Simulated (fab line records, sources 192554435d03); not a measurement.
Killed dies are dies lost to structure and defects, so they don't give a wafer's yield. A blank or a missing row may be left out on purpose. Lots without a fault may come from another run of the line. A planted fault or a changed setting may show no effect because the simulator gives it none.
A struck lot beside a sound one | flow n5_finfet | 16 steps out of a route of 1938
Sound: wafers L866.3, L866.4, L866.5. Struck: wafer L876.4. (L876.3, L876.6 of the same lot were not struck and are left out.) The cause comes at the end.
At each step with rows: each side's tool, then ch and its chambers, then its first start. Under that, the readings that differ: sound wafers | struck wafers | difference of the means | sigmas: that difference in standard deviations of wafers without a fault.
alike: readings whose means differ by less than 2 such deviations, and words and numbers that are the same on both sides. not compared: withheld readings, readings that some wafer has no value for, bounds like >300 that may hide the same value, and numbers for which the record gives no deviation and whose values overlap.
The two part at a step that has a row with sigmas, a row that says differs or no value, or rows on one side only. Numbers that don't overlap but have no deviation are shown without sigmas and don't part them. A reading that every wafer of one side lacks parts them only if that side has two wafers or more.

first, 6 steps without rows for these wafers: N5_BEOL_M2_COAT_22 (resist thk 30 nm); N5_BEOL_M2_EBR_24; N5_BEOL_M2_SOFTBAKE_23 (time 60 s); N5_BEOL_M2_EXPOSE_25 (exposes mask V1, defocus 5 nm); N5_BEOL_M2_PEB_26 (peb time 60 s); N5_BEOL_M2_DEVELOP_27 (develop time 30 s).
N5_BEOL_M2_CD_MEAS_28: target cd 26.2 nm, target cd y 24.1 nm.
  sound on cd_sem-01 ch 0, day 8 09:19; struck on cd_sem-01 ch 0, day 10 13:22
  alike: cd_nm
N5_BEOL_M2_OVL_MEAS_29:
  sound on overlay-02 ch 0, day 8 09:21; struck on overlay-01 ch 0, day 10 13:24
  alike: V1_OVL
N5_BEOL_M2_INSPECT_30: inspects for defects (brightfield).
  sound on defect_inspect-01, day 8 09:24; struck on defect_inspect-02, day 10 13:27
  alike: raw_defect_count
N5_BEOL_M2_DESCUM_33: chemistry O2, time 7 s.
  sound on rie_diel-03 ch 1,2, day 8 09:26; struck on rie_diel-05 ch 3, day 10 13:29
  alike: drypump_motor_current_A, o2_flow_sccm, oes_product_au, rf_vpp_V, showerhead_plenum_p_Torr, throttle_valve_pct
  not compared: rf_hours_counter_h
N5_BEOL_M2_ETCH_77: etches underlayer in N2/H2, target depth 6.5 nm, time 5.2 s.
  sound on rie_diel-03 ch 1,2, day 8 09:28; struck on rie_diel-05 ch 3, day 10 13:31
  alike: drypump_motor_current_A, etch_rf_on_time_s, h2_flow_sccm, oes_product_au, rf_vpp_V, showerhead_plenum_p_Torr, throttle_valve_pct
  not compared: rf_hours_counter_h
N5_BEOL_M2_ETCH_69: etches SiARC in CF4, target depth 15.6 nm, time 26 s.
  sound on rie_diel-03 ch 1,2, day 8 09:29; struck on rie_diel-05 ch 3, day 10 13:32
  alike: drypump_motor_current_A, etch_rf_on_time_s, oes_product_au, rf_vpp_V, showerhead_plenum_p_Torr, throttle_valve_pct
  not compared: rf_hours_counter_h
N5_BEOL_M2_ALD_98: deposits SiO2, target thk 2.5 nm, pulse time 1 s, co reactant pulse time 1 s.
  sound on ald_sin-02 ch 1,3, day 8 09:34; struck on ald_sin-02 ch 2, day 10 13:37
  reading                                  | sound       | struck | difference | sigmas
  ald_cycles                               | 17 17 17    | 13     | -4         |
  model.SiO2_of_BEOL_M2_ALD_98.thk_nm (nm) | 2.4 2.4 2.6 | 2      | +0         |
  alike: chamber_pressure_Torr, heater_power_w, precursor_pulse_height_rel
N5_BEOL_M2_ETCHBACK_99: etches SiO2 in CHF3, target depth 5 nm, time 10.4 s.
  sound on rie_diel-03 ch 0,2, day 8 10:44; struck on rie_diel-03 ch 2, day 10 20:23
  reading               | sound          | struck | difference | sigmas
  oes_product_au (a.u.) | 0.68 0.69 0.68 | 0.97   | +0.29      | +3
  alike: drypump_motor_current_A, rf_vpp_V, showerhead_plenum_p_Torr, throttle_valve_pct
  not compared: rf_hours_counter_h
-- the record jumps here: 2 days lie between the struck wafers' starts before and after (it left off in module BEOL_M2 and takes up again in module BEOL_M4, whose first step shown is number 1111 of the route) --
N5_BEOL_M4_RC_MEAS_101:
  sound on prober-01 ch 0, day 9 13:31; struck on prober-01 ch 0, day 12 21:48
  reading        | sound          | struck | difference | sigmas
  DIBL_N (mV/V)  | 34.7 36.1 35.9 | 42.5   | +6.9       | +3
  IOFF_N (nA/um) | 0.14 0.15 0.16 | 0.32   | +0.17      | +4
  IOFF_P (nA/um) | 0.20 0.20 0.21 | 0.30   | +0.10      | +2
  SS_N (mV/dec)  | 71.5 71.8 71.8 | 74.0   | +2.3       | +3
  VT_N (mV)      | 251 254 252    | 243    | -9         | -3
  alike: DIBL_P, ION_N, ION_P, SS_P, VT_P
then, 1 step without rows for these wafers: N5_PASSIVATION_PROBE_49.

WHERE THEY PART
First at N5_BEOL_M2_ETCHBACK_99; last, within this record, at N5_BEOL_M4_RC_MEAS_101.

WHY: what the simulator had put in
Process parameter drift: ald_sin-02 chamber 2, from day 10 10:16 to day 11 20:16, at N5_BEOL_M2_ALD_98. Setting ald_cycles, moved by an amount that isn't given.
